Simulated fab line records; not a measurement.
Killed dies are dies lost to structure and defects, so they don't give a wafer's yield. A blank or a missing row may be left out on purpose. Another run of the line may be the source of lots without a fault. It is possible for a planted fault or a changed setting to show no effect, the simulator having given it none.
fab line records	flow n5-finfet	part 2 of 2: steps 5 to 6 of 6
[record] lots = 17	wafers = 51	last-day = 18
route steps=1938 shown GATE_CUT@469 MOL_CONTACT_COAG@530
lots with no fault: from the same line, run without faults
start-h: hours from the record's opening day to when the first of the lot's shown wafers began	wait-h: hours from the lot's prior step to this one	" unchanged from the row above	L1.1+2: a row that stands for several wafers	- no value, or no start given	* or withheld: withheld	< > ~ a bound
route shown NAME@n: a module of which the file shows steps, and the number in the route of the first	usual: average and standard deviation across the fault-free wafers	same: alike in all rows	chamber/n: place in a boat	sites: the reading at each site	_std_site: the standard deviation of these	_edge_site: the outer-site mean with the inner-site mean subtracted	radius-mm: how far each site lies from the wafer's centre	mask NAME#n: copy n	behind: the last tool/chamber to shape the wafer	hold: the reason the lot was held/the length of the hold in hours/how it ended	device: which transistor (n, p or np) failed to switch	end of line: tests of these same wafers at the route's end	a step with no rows: only its recipe	killed: at the first sort, the dies lost to defects and structure; wafer yield is something else	map: shows each die of a wafer: x if killed, . if not, _ if none is there
set.NAME: the run value of the setting; set.NAME@STEP: its run value at that earlier step	model.NAME: the simulator's own value behind a step, which no gauge read
steps of the route over a sample of lots; a table a step, a row a wafer
services: from which hour (start-h, from the record's first day; less than 0 if before it) a tool's chamber was out of use, for how many hours, and why
[[steps]]
[step N5_MOL_CONTACT_COAG_CONTACT_ETCH_14]
[recipe] chemistry = C4F6/O2	target = SiO2	target-depth-a = 275	overetch-a = 85	mask-material = SOC	pressure-mtorr = 30	source-w = 370	bias-w = 185	Ar_flow_sccm = 300	C4F6_flow_sccm = 16	O2_flow_sccm = 10	time-s = 20	ion-energy-ev = 259.6
[usual] bias-w = 185.0/0.56	drypump-motor-current-A = 5.9/0.45	oes_f_703_au = 0.79/0.079	oes_o_777_au = 0.79/0.079	oes-product-au = 0.67/0.063	rf-vpp-V = 693.1/2.4	showerhead-plenum-p-Torr = 2.91/0.073	throttle-valve-pct = 21.38/0.23
lot.wafer	tool	chamber	start-h	wait-h	bias-w	drypump-motor-current-A	oes_f_703_au	oes_o_777_au	oes-product-au	rf-hours-counter-h	rf-vpp-V	showerhead-plenum-p-Torr	throttle-valve-pct
L074.1	rie-diel-02	1	92.79	0.0	184.6	5.8	0.83	0.81	0.67	125	694.1	2.91	21.48
L074.3	"	3	"	"	184.6	5.2	0.73	0.74	0.62	163	693.8	2.90	21.18
L074.4	"	2	"	"	184.9	6.6	0.78	0.77	0.66	-	696.8	3.03	21.78
L075.2	rie-diel-02	1	97.38	0.0	185.3	5.8	0.82	0.81	0.67	128	692.5	2.91	21.47
L075.5	"	1	"	"	185.0	5.9	0.82	0.81	0.67	-	692.8	2.91	21.47
L075.6	"	3	"	"	185.3	5.2	0.73	0.74	0.63	-	693.1	2.90	21.20
L076.1	rie-diel-04	3	101.65	0.0	184.0	5.6	0.72	0.71	0.60	227	693.6	2.97	21.66
L076.2	"	2	"	"	184.8	6.0	0.78	0.80	0.71	68	694.1	2.92	20.97
L076.4	"	0	"	"	185.2	5.3	0.75	0.74	0.62	177	692.4	2.88	21.29
L078.3	rie-diel-02	1	112.07	0.0	184.6	5.8	0.81	0.80	0.67	135	693.7	2.90	21.49
L078.4	"	3	"	"	185.7	5.2	0.73	0.73	0.62	172	693.3	2.89	21.20
L078.5	"	2	"	"	185.3	6.6	0.77	0.77	0.65	-	695.1	3.02	21.78
L079.1	rie-diel-04	0	117.53	0.0	186.0	5.3	0.75	0.74	0.61	182	692.5	2.88	21.32
L079.3	"	3	"	"	185.1	5.6	0.71	0.71	0.60	232	694.9	2.97	21.66
L079.4	"	1	"	"	184.8	5.5	0.86	0.85	0.72	60	694.0	2.93	21.48
L081.1	rie-diel-02	1	130.27	0.0	185.3	5.8	0.81	0.80	0.67	141	691.0	2.90	21.48
L081.3	"	0	"	"	185.4	6.1	0.92	0.94	0.80	7	695.4	2.97	21.29
L081.4	"	2	"	"	184.9	6.6	0.76	0.77	0.65	157	696.6	3.02	21.81
L082.2	rie-diel-01	2	136.76	0.0	184.4	5.6	0.77	0.79	0.68	91	689.8	2.77	21.23
L082.4	"	0	"	"	184.8	5.9	0.73	0.74	0.64	154	689.2	2.76	21.05
L082.5	"	1	"	"	185.1	6.1	0.87	0.88	0.73	-	693.6	2.92	21.38
L083.1	rie-diel-01	3	145.55	0.0	185.1	6.7	0.70	0.73	0.61	218	695.5	2.97	21.59
L083.4	"	1	"	"	184.6	6.2	0.88	0.88	0.73	60	695.0	2.92	21.38
L083.5	"	3	"	"	184.9	6.7	0.71	0.72	0.61	-	696.9	2.97	21.59
L084.1	rie-diel-01	0	151.43	0.0	185.4	5.9	0.73	0.74	0.64	160	689.0	2.76	21.08
L084.5	"	3	"	"	185.5	6.6	0.71	0.71	0.61	-	696.1	2.97	21.59
L084.6	"	0	"	"	184.5	5.9	0.73	0.73	0.64	-	689.1	2.76	21.05
L085.2	rie-diel-04	2	159.56	0.0	184.9	6.0	0.77	0.77	0.68	89	693.1	2.91	21.01
L085.3	"	3	"	"	184.8	5.6	0.71	0.70	0.59	245	695.7	2.96	21.69
L085.4	"	1	"	"	184.2	5.6	0.84	0.84	0.70	77	693.1	2.92	21.52
L086.1	rie-diel-01	3	163.08	0.0	184.3	6.7	0.70	0.71	0.60	224	696.7	2.97	21.62
L086.3	"	2	"	"	185.2	5.6	0.76	0.77	0.67	101	687.6	2.77	21.25
L086.5	"	3	"	"	183.4	6.8	0.71	0.71	0.61	-	695.5	2.97	21.60
L087.1	rie-diel-04	2	170.17	0.0	184.9	6.0	0.76	0.77	0.68	92	693.1	2.91	21.01
L087.5	"	3	"	"	185.2	5.6	0.70	0.70	0.59	-	693.5	2.96	21.70
L087.6	"	2	"	"	185.3	6.0	0.76	0.77	0.68	-	695.4	2.91	21.00
L092.2	rie-diel-02	2	198.84	0.0	184.8	6.6	0.75	0.75	0.63	177	696.4	3.01	21.82
L092.4	"	3	"	"	185.1	5.2	0.70	0.71	0.60	198	691.5	2.88	21.22
L092.5	"	2	"	"	185.3	6.6	0.74	0.75	0.63	-	696.3	3.01	21.81
L093.3	rie-diel-02	1	205.83	0.0	185.1	5.8	0.79	0.78	0.64	159	693.5	2.89	21.54
L093.5	"	2	"	"	185.4	6.7	0.75	0.75	0.63	-	697.5	3.01	21.82
L093.6	"	3	"	"	184.7	5.2	0.70	0.71	0.60	-	691.8	2.88	21.24
L096.2	rie-diel-04	1	222.92	0.0	186.0	5.6	0.82	0.81	0.68	106	693.6	2.91	21.55
L096.4	"	0	"	"	185.4	5.3	0.72	0.71	0.60	219	691.0	2.86	21.34
L096.5	"	2	"	"	185.0	6.0	0.74	0.74	0.66	-	692.8	2.90	21.05
L097.3	rie-diel-04	1	226.45	0.0	185.2	5.5	0.81	0.81	0.67	107	694.0	2.91	21.55
L097.5	"	0	"	"	184.6	5.3	0.72	0.71	0.59	-	691.6	2.86	21.36
L097.6	"	3	"	"	184.2	5.6	0.99	0.99	0.82	-	695.7	2.96	21.42
L091.3	rie-diel-02	1	228.62	0.0	185.0	5.9	0.78	0.77	0.64	167	693.1	2.89	21.53
L091.4	"	0	"	"	184.9	6.2	0.86	0.86	0.75	38	694.4	2.96	21.35
L091.5	"	0	"	"	185.5	6.2	0.86	0.86	0.74	-	694.2	2.96	21.35
[step N5_MOL_CONTACT_COAG_SIL_ANNEAL_21]
[recipe] temp-c = 550	time-s = 60	ambient = N2
[usual] lamp-power-pct = 5.8/0.3	lamp_zone_5_pct = 5.8/0.3	lamp_zone_6_pct = 5.7/0.3	wafer_temp_C_max = 552.2/0.72
lot.wafer	tool	chamber	start-h	wait-h	lamp-power-pct	lamp_zone_5_pct	lamp_zone_6_pct	wafer_temp_C_max
L074.1	rtp-anneal-02	0	94.54	0.2	5.5	5.5	5.4	551.6
L074.3	"	0	"	"	5.5	5.5	5.4	551.8
L074.4	"	0	"	"	5.5	5.5	5.4	551.5
L075.2	rtp-anneal-01	0	98.62	0.2	6.1	6.1	6.0	553.2
L075.5	"	0	"	"	6.1	6.1	6.0	552.4
L075.6	"	0	"	"	6.1	6.1	6.0	553.1
L076.1	rtp-anneal-02	0	103.71	0.2	5.5	5.5	5.4	552.0
L076.2	"	0	"	"	5.5	5.5	5.4	551.8
L076.4	"	0	"	"	5.5	5.5	5.4	552.3
L078.3	rtp-anneal-02	0	113.41	0.4	5.5	5.5	5.4	551.9
L078.4	"	0	"	"	5.5	5.5	5.4	551.6
L078.5	"	0	"	"	5.5	5.5	5.4	551.9
L079.1	rtp-anneal-01	0	118.91	0.2	6.1	6.1	6.0	552.9
L079.3	"	0	"	"	6.1	6.1	6.0	553.1
L079.4	"	0	"	"	6.1	6.1	6.0	552.8
L081.1	rtp-anneal-01	0	132.25	0.2	6.1	6.1	6.0	552.9
L081.3	"	0	"	"	6.1	6.1	6.0	552.8
L081.4	"	0	"	"	6.1	6.1	6.0	553.0
L082.2	rtp-anneal-02	0	138.06	0.2	5.5	5.5	5.4	551.5
L082.4	"	0	"	"	5.5	5.5	5.4	551.8
L082.5	"	0	"	"	5.5	5.5	5.4	551.7
L083.1	rtp-anneal-01	0	146.86	0.2	6.1	6.1	6.0	553.0
L083.4	"	0	"	"	6.1	6.1	6.0	552.7
L083.5	"	0	"	"	6.1	6.1	6.0	553.5
L084.1	rtp-anneal-02	0	152.61	0.2	5.5	5.5	5.4	551.3
L084.5	"	0	"	"	5.5	5.5	5.4	551.7
L084.6	"	0	"	"	5.5	5.5	5.4	551.2
L085.2	rtp-anneal-02	0	160.94	0.2	5.5	5.5	5.4	551.3
L085.3	"	0	"	"	5.5	5.5	5.4	552.6
L085.4	"	0	"	"	5.5	5.5	5.4	551.4
L086.1	rtp-anneal-01	0	164.61	0.2	6.1	6.1	6.0	552.2
L086.3	"	0	"	"	6.1	6.1	6.0	551.8
L086.5	"	0	"	"	6.1	6.1	6.0	552.5
L087.1	rtp-anneal-01	0	172.01	0.3	6.1	6.1	6.0	553.0
L087.5	"	0	"	"	6.1	6.1	6.0	552.5
L087.6	"	0	"	"	6.1	6.1	6.0	552.9
L092.2	rtp-anneal-01	0	200.40	0.3	6.1	6.1	6.0	553.7
L092.4	"	0	"	"	6.1	6.1	6.0	552.7
L092.5	"	0	"	"	6.1	6.1	6.0	552.5
L093.3	rtp-anneal-01	0	207.30	0.3	6.1	6.1	6.0	553.2
L093.5	"	0	"	"	6.1	6.1	6.0	552.8
L093.6	"	0	"	"	6.1	6.1	6.0	552.5
L096.2	rtp-anneal-02	0	224.32	0.4	5.5	5.5	5.4	551.5
L096.4	"	0	"	"	5.5	5.5	5.4	551.5
L096.5	"	0	"	"	5.5	5.5	5.4	551.1
L097.3	rtp-anneal-01	0	227.86	0.3	6.1	6.1	6.0	553.2
L097.5	"	0	"	"	6.1	6.1	6.0	552.4
L097.6	"	0	"	"	6.1	6.1	6.0	552.9
L091.3	rtp-anneal-01	0	230.05	0.4	6.1	6.1	6.0	552.1
L091.4	"	0	"	"	6.1	6.1	6.0	552.2
L091.5	"	0	"	"	6.1	6.1	6.0	553.0
[[services]]
tool	chamber	start-h	hours	kind
rie-diel-02	1	60.94	12.0	repair
rie-diel-05	0	62.71	3.0	repair
rie-diel-01	1	68.06	6.8	repair
rie-diel-06	1	79.24	2.5	repair
rie-metal-02	-	85.09	0.1	repair
rie-diel-02	0	91.12	-	clean
rie-diel-02	0	91.12	-	consumable-replace:focus-ring
rie-diel-06	3	91.35	10.4	repair
rie-diel-01	1	98.46	4.6	repair
rie-diel-03	1	111.25	11.3	repair
rie-diel-05	1	140.23	4.2	repair
rie-diel-05	0	144.19	3.1	repair
rie-diel-04	3	149.90	3.7	repair
rie-diel-03	1	156.24	7.0	repair
rie-diel-03	2	158.64	5.7	repair
rie-diel-02	2	165.11	1.6	repair
rie-metal-02	0	166.26	7.7	repair
rie-diel-02	1	169.68	5.5	repair
rie-diel-06	1	171.06	6.3	repair
rie-diel-02	-	176.27	14.6	pm
rie-diel-05	1	185.48	11.0	repair
rie-diel-04	0	192.97	14.7	repair
rie-metal-02	1	198.86	9.7	repair
rie-diel-03	3	202.61	2.6	repair
